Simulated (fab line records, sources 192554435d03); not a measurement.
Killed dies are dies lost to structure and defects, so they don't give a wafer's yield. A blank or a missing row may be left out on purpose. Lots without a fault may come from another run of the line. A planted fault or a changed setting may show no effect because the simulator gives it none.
Which tool did it? | flow n5_finfet | 10 lots, 30 wafers sampled, at 6 steps of a route of 1938

WHAT THE GAUGES READ, wafer by wafer
N5_BEOL_M9_OVL_MEAS_29.
lot  | measured     | on         | V8_OVL (nm)
L075 | day 10 15:52 | overlay-02 | -0.3 0.3 -0.3
L078 | day 11 19:00 | overlay-02 | -0.6 -1.2 -0.9
L082 | day 12 07:08 | overlay-02 | -0.8 -2.0 -1.3
L083 | day 12 10:58 | overlay-02 | -1.0 -1.8 -0.5
L087 | day 13 09:55 | overlay-01 | 0.1 0.2 0.2
L089 | day 14 00:46 | overlay-02 | 0.0 0.4 0.5
L092 | day 14 18:17 | overlay-02 | 0.3 0.4 0.8
L091 | day 15 12:38 | overlay-02 | -1.1 -0.8 -0.5
L096 | day 15 17:08 | overlay-01 | 0.1 -0.9 0.8
L097 | day 16 03:14 | overlay-02 | -0.9 -1.2 -1.4

WHICH TOOL RAN EACH LOT (tool, then ch and the chambers of the sampled wafers, then the start)
lot  | N5_BEOL_M8_ETCH_41                            | N5_BEOL_M8_STRIP_80                           | N5_BEOL_M9_HM_DEP_02         | N5_BEOL_M9_ETCH_62                 | N5_BEOL_M9_HM_OPEN_17
L075 | rie_diel-05 ch 0,1, day 10 13:07 or earlier   | rie_diel-05 ch 0,1, day 10 13:07 or earlier   | pvd_sputter-02, day 10 13:07 | rie_diel-03 ch 0,1, day 10 13:49   | rie_metal-02 ch 0,1, day 10 13:59
L078 | rie_diel-02 ch 0,1,2, day 11 16:23 or earlier | rie_diel-02 ch 0,1,2, day 11 16:23 or earlier | pvd_sputter-01, day 11 16:23 | rie_diel-06 ch 1,2,3, day 11 17:09 | rie_metal-01 ch 0,1, day 11 17:20
L082 | rie_diel-01 ch 0,1,3, day 12 05:37 or earlier | rie_diel-01 ch 0,1,3, day 12 05:37 or earlier | pvd_sputter-02, day 12 05:37 | rie_diel-04 ch 0,1,3, day 12 06:16 | rie_metal-02 ch 0,1, day 12 06:27
L083 | rie_diel-01 ch 0,2, day 12 08:47 or earlier   | rie_diel-01 ch 0,2, day 12 08:47 or earlier   | pvd_sputter-03, day 12 08:47 | rie_diel-03 ch 0,2, day 12 09:28   | rie_metal-02 ch 0,1, day 12 09:38
L087 | rie_diel-01 ch 0,1,3, day 13 07:37 or earlier | rie_diel-01 ch 0,1,3, day 13 07:37 or earlier | pvd_sputter-01, day 13 07:37 | rie_diel-04 ch 0,1, day 13 08:09   | rie_metal-03 ch 0,1, day 13 08:20
L089 | rie_diel-01 ch 1,2, day 13 22:50 or earlier   | rie_diel-01 ch 1,2, day 13 22:50 or earlier   | pvd_sputter-03, day 13 22:50 | rie_diel-04 ch 0,1,3, day 13 23:31 | rie_metal-03 ch 0,1, day 13 23:42
L092 | rie_diel-02 ch 0,1,3, day 14 14:39 or earlier | rie_diel-02 ch 0,1,3, day 14 14:39 or earlier | pvd_sputter-03, day 14 14:39 | rie_diel-03 ch 0,1,3, day 14 15:23 | rie_metal-01 ch 0,1, day 14 15:34
L091 | rie_diel-02 ch 1,2,3, day 15 09:51 or earlier | rie_diel-02 ch 1,2,3, day 15 09:51 or earlier | pvd_sputter-01, day 15 09:51 | rie_diel-04 ch 0,3, day 15 11:41   | rie_metal-01 ch 0,1, day 15 11:52
L096 | rie_diel-02 ch 2,3, day 15 13:53 or earlier   | rie_diel-02 ch 2,3, day 15 13:53 or earlier   | pvd_sputter-01, day 15 13:53 | rie_diel-04 ch 2,3, day 15 14:37   | rie_metal-03 ch 0,1, day 15 14:50
L097 | rie_diel-05 ch 0,3, day 16 00:12 or earlier   | rie_diel-05 ch 0,3, day 16 00:12 or earlier   | pvd_sputter-01, day 16 00:12 | rie_diel-03 ch 0,1,3, day 16 00:53 | rie_metal-01 ch 0,1, day 16 01:05
- N5_BEOL_M8_ETCH_41: etches SiCN in CH3F/O2, target depth 31.9 nm, time 57.8 s.
- N5_BEOL_M8_STRIP_80: strips in N2/H2, time 10 s.
- N5_BEOL_M9_HM_DEP_02: deposits TiN, target thk 20 nm.
- N5_BEOL_M9_ETCH_62: etches SOC in N2/H2, target depth 110 nm, overetch 22 nm, time 165 s.
- N5_BEOL_M9_HM_OPEN_17: chemistry Cl2/BCl3, target TiN, target depth 20 nm, overetch 6 nm.

THE ANSWER, worked out from the rows above alone
Rule: what is usual is taken from the lots themselves. Put in order of their means at a reading, lots are off if they are a third of the lots or fewer, leave a main group of 4 or more, and stand apart from it by a gap of 3 or more times the standard deviation of the main group's means; of several such gaps the widest counts. A main group whose means are all the same, to the digits that the tables above print for the reading, isn't used. A lot without any number at a reading at which 4 lots or more have one is off too. The other lots that the step has rows for count as sound.
No lot is off at any reading shown: from this, nothing can be told.

WHAT THE SIMULATOR HAD PUT IN
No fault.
